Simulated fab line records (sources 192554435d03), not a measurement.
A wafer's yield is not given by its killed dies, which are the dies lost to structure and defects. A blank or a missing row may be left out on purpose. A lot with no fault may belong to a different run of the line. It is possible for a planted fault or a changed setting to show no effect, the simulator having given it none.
fab line records	flow n5_finfet
record lots=5	wafers=15	last_day=18
route steps=1938 shown BEOL_M5@1149 PASSIVATION@1936
lots that met no fault: from a run of the same line without faults
start_h: start of the lot's first displayed wafer, in hours after the record's first day	wait_h: hours elapsed since this lot's preceding step	" same as the row above	L1.1+2: a single row standing in for several wafers	- no value, or no start was given	* or withheld: withheld	< > ~ a bound
route shown NAME@n: a module of which the file shows steps, and the number in the route of the first	usual: mean and standard deviation over wafers with no fault	same: alike in all rows	chamber/n: place in a boat	sites: readings site by site	_std_site: the standard deviation of these	_edge_site: the outer-site mean with the inner-site mean subtracted	radius_mm: for every site, how far away it sits from the centre of the wafer	mask NAME#n: copy n	behind: the last tool/chamber to shape the wafer	hold: why the lot was held/for how many hours/how that ended	device: the n, p or np transistor that did not switch	end of line: tests of these same wafers at the route's end	a step with no rows: only its recipe	killed: dies that structure and defects cost at the first sort, which is not the same as the wafer's yield	map: dies across one wafer; x = killed, . = not, _ = none there
set.NAME: the run value of the setting; set.NAME@STEP: its run value at that earlier step	model.NAME: the simulator's own value behind a step, which no gauge read
certain route steps with their lots: each step a table, each wafer a row
services: when a tool's chamber went out of use (start_h, in hours from the record's first day, below 0 if earlier), for how many hours, and the reason
## steps
# step N5_BEOL_M5_OVL_MEAS_29
# recipe points_per_wafer=522
# usual V4_OVL=0.8/0.55
lot.wafer	tool	chamber	start_h	wait_h	V4_OVL[nm]
L337.1	overlay-01	0	188.53	0.0	1.0
L337.2	"	0	"	"	1.5
L337.6	"	0	"	"	1.4
L342.1	overlay-01	0	219.03	0.0	1.1
L342.5	"	0	"	"	1.2
L342.6	"	0	"	"	1.2
L344.1	overlay-01	0	219.35	0.0	1.5
L344.2	"	0	"	"	1.7
L344.6	"	0	"	"	0.5
L347.1	overlay-01	0	248.93	0.0	0.8
L347.2	"	0	"	"	1.0
L347.5	"	0	"	"	1.4
L354.1	overlay-02	0	299.77	0.0	2.0
L354.3	"	0	"	"	1.0
L354.5	"	0	"	"	1.1
# step N5_BEOL_M5_INSPECT_30
# recipe mode=adi	inspect_instrument=brightfield
# usual raw_defect_count=406/110
lot.wafer	tool	chamber	start_h	wait_h	raw_defect_count
L337.1	defect_inspect-01	-	188.59	0.1	280
L337.2	"	-	"	"	402
L337.6	"	-	"	"	295
L342.1	defect_inspect-02	-	219.08	0.1	405
L342.5	"	-	"	"	355
L342.6	"	-	"	"	517
L344.1	defect_inspect-01	-	219.41	0.1	449
L344.2	"	-	"	"	428
L344.6	"	-	"	"	486
L347.1	defect_inspect-01	-	248.99	0.1	330
L347.2	"	-	"	"	314
L347.5	"	-	"	"	221
L354.1	defect_inspect-01	-	299.83	0.1	229
L354.3	"	-	"	"	286
L354.5	"	-	"	"	267
# step N5_BEOL_M5_DESCUM_33
# recipe chemistry=O2	time_s=7	source_power_w=50	bias_power_w=20	pressure_mtorr=20	rf_frequency_hz=2.712e+07	temp_c=40	resist=CAR-EUV	o2_flow_sccm=225
# usual chamber_pressure_mTorr=19.999/0.018	drypump_motor_current_A=5.9/0.3	oes_product_au=0.81/0.089	rf_vpp_V=242.8/1.6	showerhead_plenum_p_Torr=2.07/0.087	temp_c=39.98/0.12	throttle_valve_pct=20.34/0.23
lot.wafer	tool	chamber	start_h	wait_h	chamber_pressure_mTorr	drypump_motor_current_A	oes_product_au	rf_hours_counter_h	rf_vpp_V	showerhead_plenum_p_Torr	temp_c	throttle_valve_pct
L337.1	rie_diel-04	0	188.97	0.4	20.011	5.4	0.75	169	241.0	1.97	40.04	19.99
L337.2	"	2	"	"	19.987	6.0	0.70	250	245.5	2.13	40.02	20.67
L337.6	"	2	"	"	19.984	6.1	0.69	-	244.5	2.13	40.14	20.68
L342.1	rie_diel-04	1	219.12	0.0	20.007	6.2	0.73	183	244.7	2.18	40.08	20.39
L342.5	"	3	"	"	19.977	5.6	0.77	-	240.7	1.94	40.13	20.25
L342.6	"	0	"	"	19.989	5.4	0.74	-	242.5	1.97	39.99	20.04
L344.1	rie_diel-06	1	219.58	0.2	20.003	6.2	0.89	38	242.2	2.05	39.82	20.51
L344.2	"	0	"	"	19.983	5.5	0.68	241	240.8	1.97	39.95	20.51
L344.6	"	3	"	"	20.004	6.0	0.76	-	241.8	2.03	39.86	20.57
L347.1	rie_diel-06	3	249.20	0.2	20.011	6.0	0.74	149	241.9	2.02	39.87	20.62
L347.2	"	1	"	"	20.021	6.2	0.86	49	243.6	2.04	40.10	20.53
L347.5	"	1	"	"	20.004	6.2	0.87	-	240.6	2.04	40.06	20.53
L354.1	rie_diel-06	1	300.03	0.2	19.997	6.2	0.85	65	242.5	2.04	39.96	20.56
L354.3	"	0	"	"	20.017	5.4	0.93	10	247.0	2.23	39.94	20.12
L354.5	"	0	"	"	20.006	5.4	0.93	-	245.5	2.23	39.96	20.12
# step N5_BEOL_M5_ETCH_75
# recipe chemistry=N2/H2	target=underlayer	target_depth_a=65	mask_material=CAR-EUV	time_s=5.2	ion_energy_ev=200	pressure_mtorr=30	source_w=840	bias_w=150	n2_flow_sccm=200	h2_flow_sccm=200	ends=cleared
# usual chamber_pressure_mTorr=30.00/0.038	drypump_motor_current_A=5.89/0.3	etch_rf_on_time_s=5.20/0.19	oes_product_au=0.69/0.079	rf_vpp_V=523/3.1	showerhead_plenum_p_Torr=2.51/0.11	throttle_valve_pct=17.72/0.21
lot.wafer	tool	chamber	start_h	wait_h	chamber_pressure_mTorr	drypump_motor_current_A	etch_rf_on_time_s	oes_product_au	rf_hours_counter_h	rf_vpp_V	showerhead_plenum_p_Torr	throttle_valve_pct
L337.1	rie_diel-04	0	189.00	0.0	29.93	5.45	5.25	0.64	169	521	2.42	17.60
L337.2	"	2	"	"	30.08	6.06	5.31	0.58	250	525	2.60	18.12
L337.6	"	2	"	"	29.99	6.03	5.35	0.58	-	524	2.60	18.11
L342.1	rie_diel-04	1	219.15	0.0	29.95	6.17	5.61	0.61	183	525	2.60	17.56
L342.5	"	3	"	"	30.00	5.69	5.21	0.66	-	519	2.34	17.49
L342.6	"	0	"	"	30.11	5.43	5.25	0.63	-	522	2.41	17.61
L344.1	rie_diel-06	1	219.61	0.0	29.97	6.21	5.10	0.74	38	521	2.49	17.93
L344.2	"	0	"	"	29.93	5.43	5.06	0.60	241	520	2.38	17.98
L344.6	"	3	"	"	29.95	6.01	5.16	0.65	-	519	2.43	17.77
L347.1	rie_diel-06	3	249.23	0.0	30.01	5.99	5.17	0.64	149	523	2.42	17.76
L347.2	"	1	"	"	29.95	6.19	5.12	0.72	49	524	2.48	17.94
L347.5	"	1	"	"	30.01	6.20	5.07	0.74	-	521	2.48	18.00
L354.1	rie_diel-06	1	300.06	0.0	29.97	6.21	5.09	0.72	65	519	2.48	17.98
L354.3	"	0	"	"	29.99	5.44	4.96	0.80	10	527	2.69	17.55
L354.5	"	0	"	"	29.95	5.47	4.97	0.81	-	530	2.69	17.50
# step N5_BEOL_M5_ETCH_67
# recipe chemistry=CF4	target=SiARC	target_depth_a=156	mask_material=CAR-EUV	time_s=26	ion_energy_ev=80	pressure_mtorr=40	source_w=545	bias_w=36	Ar_flow_sccm=100	cf4_flow_sccm=100	ends=cleared
# usual chamber_pressure_mTorr=40.00/0.034	drypump_motor_current_A=5.88/0.3	etch_rf_on_time_s=26.1/0.91	oes_product_au=0.69/0.078	rf_vpp_V=183.9/1.4	showerhead_plenum_p_Torr=2.13/0.087	throttle_valve_pct=15.55/0.19
lot.wafer	tool	chamber	start_h	wait_h	chamber_pressure_mTorr	drypump_motor_current_A	etch_rf_on_time_s	oes_product_au	rf_hours_counter_h	rf_vpp_V	showerhead_plenum_p_Torr	throttle_valve_pct
L337.1	rie_diel-04	0	189.02	0.0	39.97	5.43	25.8	0.64	169	182.4	2.05	15.46
L337.2	"	2	"	"	40.06	6.06	27.2	0.58	250	184.2	2.20	15.95
L337.6	"	2	"	"	39.98	6.05	26.9	0.58	-	185.7	2.20	15.95
L342.1	rie_diel-04	1	219.17	0.0	40.00	6.14	28.2	0.60	183	185.8	2.22	15.51
L342.5	"	3	"	"	40.00	5.64	25.8	0.67	-	183.6	1.99	15.36
L342.6	"	0	"	"	39.97	5.45	25.8	0.63	-	183.3	2.05	15.46
L344.1	rie_diel-06	1	219.63	0.0	40.03	6.22	25.5	0.75	38	183.8	2.10	15.61
L344.2	"	0	"	"	40.01	5.43	25.9	0.58	241	181.9	2.04	15.82
L344.6	"	3	"	"	39.96	6.03	25.9	0.66	-	182.1	2.08	15.73
L347.1	rie_diel-06	3	249.25	0.0	39.99	5.97	25.7	0.64	149	183.5	2.08	15.76
L347.2	"	1	"	"	40.03	6.23	25.3	0.74	49	183.8	2.09	15.65
L347.5	"	1	"	"	39.99	6.22	25.6	0.74	-	183.8	2.09	15.65
L354.1	rie_diel-06	1	300.08	0.0	39.99	6.21	26.1	0.72	65	182.8	2.09	15.68
L354.3	"	0	"	"	40.05	5.47	25.3	0.80	10	185.1	2.28	15.35
L354.5	"	0	"	"	40.02	5.44	25.4	0.80	-	185.9	2.28	15.36
# step N5_BEOL_M5_ETCH_68
# recipe chemistry=N2/H2	target=SOC	target_depth_a=800	overetch_a=160	mask_material=SiARC	temp_c=40	time_s=120	ion_energy_ev=200	pressure_mtorr=30	source_w=840	bias_w=150	n2_flow_sccm=200	h2_flow_sccm=200
# step N5_BEOL_M5_STRIP_69
# recipe chemistry=N2/H2	temp_c=40	n2_flow_sccm=200	h2_flow_sccm=200	rf_frequency_hz=6e+07
# step N5_BEOL_M5_STRIP_76
# recipe chemistry=N2/H2	temp_c=40	n2_flow_sccm=200	h2_flow_sccm=200	rf_frequency_hz=6e+07
# step N5_BEOL_M5_VIA_ETCH_34
# recipe chemistry=C4F6/O2	target=SiCOH_lowk	target_depth_a=883	mask_material=SOC	taper_deg=4	time_s=39.2	ion_energy_ev=250	pressure_mtorr=30	source_w=345	bias_w=185	Ar_flow_sccm=300	C4F6_flow_sccm=10	O2_flow_sccm=10
# usual chamber_pressure_mTorr=29.998/0.027	drypump_motor_current_A=5.88/0.3	oes_f_703_au=0.80/0.092	oes_product_au=0.81/0.092	rf_vpp_V=662/19	showerhead_plenum_p_Torr=2.83/0.12	throttle_valve_pct=20.88/0.24
lot.wafer	tool	chamber	start_h	wait_h	chamber_pressure_mTorr	drypump_motor_current_A	oes_f_703_au	oes_product_au	rf_hours_counter_h	rf_vpp_V	showerhead_plenum_p_Torr	throttle_valve_pct
L337.1	rie_diel-04	0	189.15	0.0	29.981	5.45	0.75	0.75	169	658	2.72	20.62
L337.2	"	2	"	"	29.988	6.05	0.64	0.69	250	705	2.96	21.40
L337.6	"	2	"	"	29.999	6.02	0.64	0.69	-	705	2.96	21.40
L342.1	rie_diel-04	1	219.30	0.0	29.963	6.17	0.68	0.72	183	666	2.95	20.76
L342.5	"	3	"	"	29.970	5.66	0.78	0.78	-	654	2.65	20.68
L342.6	"	0	"	"	30.017	5.45	0.74	0.74	-	658	2.71	20.61
L344.1	rie_diel-06	1	219.76	0.0	30.056	6.21	0.89	0.88	38	656	2.80	21.07
L344.2	"	0	"	"	30.070	5.48	0.70	0.69	241	656	2.71	21.10
L344.6	"	3	"	"	29.993	5.99	0.78	0.76	-	636	2.78	21.14
L347.1	rie_diel-06	3	249.38	0.0	30.017	5.99	0.77	0.74	149	633	2.77	21.16
L347.2	"	1	"	"	30.002	6.22	0.87	0.86	50	657	2.80	21.09
L347.5	"	1	"	"	29.904	6.22	0.87	0.85	-	656	2.80	21.06
L354.1	rie_diel-06	1	300.21	0.0	30.033	6.22	0.85	0.84	66	656	2.79	21.11
L354.3	"	0	"	"	29.991	5.44	0.94	0.94	10	668	3.04	20.73
L354.5	"	0	"	"	29.985	5.44	0.94	0.94	-	667	3.04	20.72
# step N5_BEOL_M5_STRIP_85
# recipe chemistry=C4F6/O2	resist=SiARC	rf_frequency_hz=6e+07
# step N5_BEOL_M5_STRIP_36
# recipe chemistry=N2/H2	power_w=450	temp_c=40	pressure_mtorr=20	rf_frequency_hz=6e+07	overash_fraction=0.3	bias_power_w=7	h2_frac=0.5	n2_flow_sccm=200	h2_flow_sccm=200
# usual chamber_pressure_mTorr=20.00/0.032	drypump_motor_current_A=5.89/0.3	oes_product_au=0.81/0.09	rf_vpp_V=59.1/1.5	showerhead_plenum_p_Torr=2.50/0.11	temp_c=40.01/0.11	throttle_valve_pct=23.48/0.26
lot.wafer	tool	chamber	start_h	wait_h	chamber_pressure_mTorr	drypump_motor_current_A	oes_product_au	rf_hours_counter_h	rf_vpp_V	showerhead_plenum_p_Torr	temp_c	throttle_valve_pct
L337.1	rie_diel-04	0	189.19	0.0	19.96	5.44	0.75	169	60.5	2.41	40.13	23.20
L337.2	"	2	"	"	20.01	6.05	0.69	250	60.7	2.60	40.09	23.78
L337.6	"	2	"	"	19.96	6.06	0.70	-	57.9	2.60	39.98	23.81
L342.1	rie_diel-04	1	219.34	0.0	20.02	6.17	0.74	183	60.1	2.60	40.12	23.26
L342.5	"	3	"	"	20.02	5.61	0.78	-	59.8	2.33	40.11	23.22
L342.6	"	0	"	"	19.99	5.45	0.75	-	59.2	2.41	39.83	23.23
L344.1	rie_diel-06	1	219.80	0.0	19.97	6.20	0.88	38	59.3	2.48	40.03	23.78
L344.2	"	0	"	"	20.01	5.50	0.67	241	60.4	2.38	39.94	23.73
L344.6	"	3	"	"	19.96	6.06	0.76	-	58.0	2.42	40.09	23.48
L347.1	rie_diel-06	3	249.42	0.0	20.05	5.98	0.76	149	58.3	2.42	40.00	23.49
L347.2	"	1	"	"	19.98	6.23	0.87	50	59.0	2.48	40.08	23.80
L347.5	"	1	"	"	20.02	6.21	0.87	-	61.6	2.48	40.01	23.78
L354.1	rie_diel-06	1	300.25	0.0	20.02	6.24	0.85	66	58.9	2.47	40.00	23.81
L354.3	"	0	"	"	19.98	5.46	0.94	10	59.3	2.69	40.04	23.37
L354.5	"	0	"	"	20.01	5.45	0.93	-	60.7	2.69	40.03	23.38
# step N5_BEOL_M5_TRENCH_ETCH_37
# recipe chemistry=C4F6/O2	target_depth_a=716.52	target=SiCOH_lowk	time_s=24.7	ion_energy_ev=250	pressure_mtorr=30	source_w=345	bias_w=185	Ar_flow_sccm=300	C4F6_flow_sccm=10	O2_flow_sccm=10
# step N5_BEOL_M5_ETCH_41
# recipe chemistry=CH3F/O2	target=SiCN	target_depth_a=315	taper_deg=2	time_s=56.7	ion_energy_ev=120	mask_material=TiN	pressure_mtorr=30	source_w=395	bias_w=75	Ar_flow_sccm=150	CH3F_flow_sccm=30	O2_flow_sccm=20
# usual CH3F_flow_sccm=30.00/0.094	chamber_pressure_mTorr=30.00/0.047	drypump_motor_current_A=5.88/0.3	oes_product_au=0.81/0.091	rf_vpp_V=297.0/1.9	showerhead_plenum_p_Torr=1.99/0.085	throttle_valve_pct=16.28/0.21
lot.wafer	tool	chamber	start_h	wait_h	CH3F_flow_sccm	chamber_pressure_mTorr	drypump_motor_current_A	oes_product_au	rf_hours_counter_h	rf_vpp_V	showerhead_plenum_p_Torr	throttle_valve_pct	model.etch.depth_nm
L337.1	rie_diel-04	0	189.26	-	30.00	29.95	5.44	0.74	169	295.2	1.91	16.11	21.13
L337.2	"	2	"	"	30.00	29.95	6.06	0.69	250	297.6	2.08	16.80	21.18
L337.6	"	2	"	"	29.98	30.02	6.06	0.69	-	297.8	2.08	16.80	21.32
L342.1	rie_diel-04	1	219.41	-	30.00	30.01	6.15	0.71	183	298.4	2.08	16.25	20.41
L342.5	"	3	"	"	29.86	30.02	5.66	0.78	-	293.2	1.86	16.13	21.36
L342.6	"	0	"	"	29.86	29.94	5.43	0.75	-	296.3	1.90	16.14	21.39
L344.1	rie_diel-06	1	219.87	-	30.19	29.98	6.22	0.88	39	296.2	1.97	16.41	21.7
L344.2	"	0	"	"	29.91	30.01	5.44	0.68	241	294.5	1.90	16.53	21.05
L344.6	"	3	"	"	29.89	29.97	5.96	0.75	-	294.9	1.95	16.49	21.11
L347.1	rie_diel-06	3	249.49	-	29.94	29.99	5.95	0.75	149	294.9	1.94	16.54	21.35
L347.2	"	1	"	"	30.14	29.93	6.22	0.86	50	296.3	1.96	16.43	21.64
L347.5	"	1	"	"	30.16	30.01	6.23	0.87	-	296.3	1.96	16.43	21.92
L354.1	rie_diel-06	1	300.32	-	29.83	29.96	6.19	1.15	66	297.2	1.96	16.46	34.36
L354.3	"	0	"	"	30.10	29.97	5.46	0.94	10	301.1	2.14	16.07	22.19
L354.5	"	0	"	"	29.87	30.03	5.44	1.27	-	299.5	2.14	16.07	34.46
# step N5_BEOL_M5_STRIP_91
# recipe chemistry=N2/H2	time_s=10	power_w=450	temp_c=40	pressure_mtorr=20	rf_frequency_hz=6e+07	bias_power_w=7	n2_flow_sccm=200	h2_flow_sccm=200
# step N5_PASSIVATION_PROBE_49
# usual defect_limited_yield=90.9/1.6	killed_at_M0_to_M3=34/10	killed_at_M4_up=13/5.4	killed_at_contacts=13/6	killed_at_front_end=42/13	killed_at_other=4/3.2	killed_dies=107/18	killed_open=69/14	killed_short=35/7.7	sort_bin_4_leakage=0.02/0.17	sort_bin_5_function=5.3/1	sort_bin_6_memory=3.3/0.75	sort_n_pass=1073/19	sort_yield_pct=90.9/1.6
# same gross_dies=1180	killed_at_back_side=0	sort_bin_8_speed[%]=0
lot.wafer	tool	chamber	start_h	wait_h	defect_limited_yield[%]	killed_at_M0_to_M3	killed_at_M4_up	killed_at_contacts	killed_at_front_end	killed_at_other	killed_dies	killed_open	killed_short	sort_bin_4_leakage[%]	sort_bin_5_function[%]	sort_bin_6_memory[%]	sort_n_pass	sort_yield_pct[%]
L344.1	prober-02	-	312.61	0.0	94.2	29	9	1	30	0	69	39	24	0	2.9	2.3	1111	94.2
L344.2	prober-02	-	312.66	0.1	93.3	24	13	0	40	2	79	45	32	0	4.1	2.2	1101	93.3
L344.6	prober-02	-	312.86	0.3	94.2	30	9	7	21	1	68	40	28	0	3.2	1.9	1112	94.2
L342.1	prober-02	-	315.58	0.0	91.2	36	13	15	40	0	104	71	29	0	6.0	2.6	1076	91.2
L342.5	prober-02	-	315.78	0.2	90.8	29	7	15	55	3	109	77	30	0	6.1	3.0	1071	90.8
L342.6	prober-02	-	315.83	0.3	90.7	28	4	13	64	1	110	76	29	0	6.4	2.5	1070	90.7
# killed by level:class
L344.1 BEOL_M0_SAQP:geometric_particle:open=7 FIN_SAQP:geometric_particle:short=6 BEOL_M0_SAQP:geometric_particle:short=6 FIN_SAQP:geometric_particle:open=5 HKMG_FIN:area_etch=5 DUMMY_GATE:geometric_particle:open=4 BEOL_M1:geometric_particle:open=4 BEOL_M3:geometric_particle:open=4
L344.2 FIN_SAQP:geometric_particle:short=14 FIN_SAQP:geometric_particle:open=13 BEOL_M4:geometric_particle:open=6 BEOL_M0_SAQP:geometric_particle:short=4 BEOL_M0_SAQP:geometric_particle:open=4 BEOL_M2:geometric_particle:open=4 STARTING-WAFER:geometric_particle:short=4 DUMMY_GATE:geometric_particle:open=3
L344.6 BEOL_M1:geometric_particle:open=9 BEOL_M0_SAQP:geometric_particle:short=8 STI_FIN_REVEAL:geometric_particle:open=6 BEOL_M0_SAQP:geometric_particle:open=5 MOL_CONTACT_COAG:geometric_particle:short=4 STARTING-WAFER:geometric_particle:short=4 FIN_SAQP:geometric_particle:short=3 FIN_SAQP:geometric_particle:open=3
L342.1 STI_FIN_REVEAL:geometric_particle:open=16 MOL_CONTACT_COAG:geometric_particle:open=12 BEOL_M0_SAQP:geometric_particle:open=12 BEOL_M1:geometric_particle:open=7 FIN_SAQP:geometric_particle:short=5 BEOL_M4:geometric_particle:open=5 BEOL_M0_SAQP:geometric_particle:short=5 DUMMY_GATE:geometric_particle:open=4
L342.5 FIN_SAQP:geometric_particle:open=15 STI_FIN_REVEAL:geometric_particle:open=12 MOL_CONTACT_COAG:geometric_particle:open=11 FIN_SAQP:geometric_particle:short=9 BEOL_M2:geometric_particle:open=8 DUMMY_GATE:geometric_particle:open=6 BEOL_M1:geometric_particle:open=6 MOL_CONTACT_COAG:geometric_particle:short=4
L342.6 STI_FIN_REVEAL:geometric_particle:open=16 FIN_SAQP:geometric_particle:open=14 DUMMY_GATE:geometric_particle:open=8 FIN_SAQP:geometric_particle:short=7 MOL_CONTACT_COAG:geometric_particle:open=7 BEOL_M3:geometric_particle:open=7 MOL_CONTACT_COAG:geometric_particle:short=6 BEOL_M1:geometric_particle:open=6
## services
tool	chamber	start_h	hours	kind
rie_diel-06	2	178.37	10.6	repair
rie_diel-04	2	189.35	-	clean
rie_diel-04	2	189.35	-	consumable_replace:focus_ring
rie_diel-04	2	189.35	21.2	scheduled_down
rie_diel-04	2	189.35	21.2	vent_cycle
rie_diel-06	-	201.59	2.8	pm
rie_diel-04	0	209.83	5.8	repair
rie_diel-06	2	213.54	-	clean
rie_diel-06	2	213.54	-	consumable_replace:focus_ring
rie_diel-06	2	213.54	13.1	scheduled_down
rie_diel-06	2	213.54	13.1	vent_cycle
rie_diel-06	0	242.41	-	clean
rie_diel-06	0	242.41	-	consumable_replace:focus_ring
rie_diel-06	0	242.41	-	consumable_replace:showerhead
rie_diel-06	0	242.41	21.1	scheduled_down
rie_diel-06	0	242.41	21.1	vent_cycle
rie_diel-04	0	250.43	17.9	repair
## key
first_sign step=N5_BEOL_M5_ETCH_41	reading=oes_product_au	direction=up	sigmas=4.4	usual=0.81	struck=1.21
effect none on later readings
model_effect step=N5_BEOL_M5_ETCH_41	value=etch.depth_nm	without=21.95	struck=34.41
met_at N5_BEOL_M5_ETCH_41
struck_wafers L354.1,L354.5
onset_between 249.49 300.32
fault kind=process_parameter_drift	tool=rie_diel-06	chamber=-	onset_h=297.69	steps=N5_BEOL_M5_ETCH_41	channel=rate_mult	offset=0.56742	shape=step	end_h=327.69	scope=struck_wafers_only
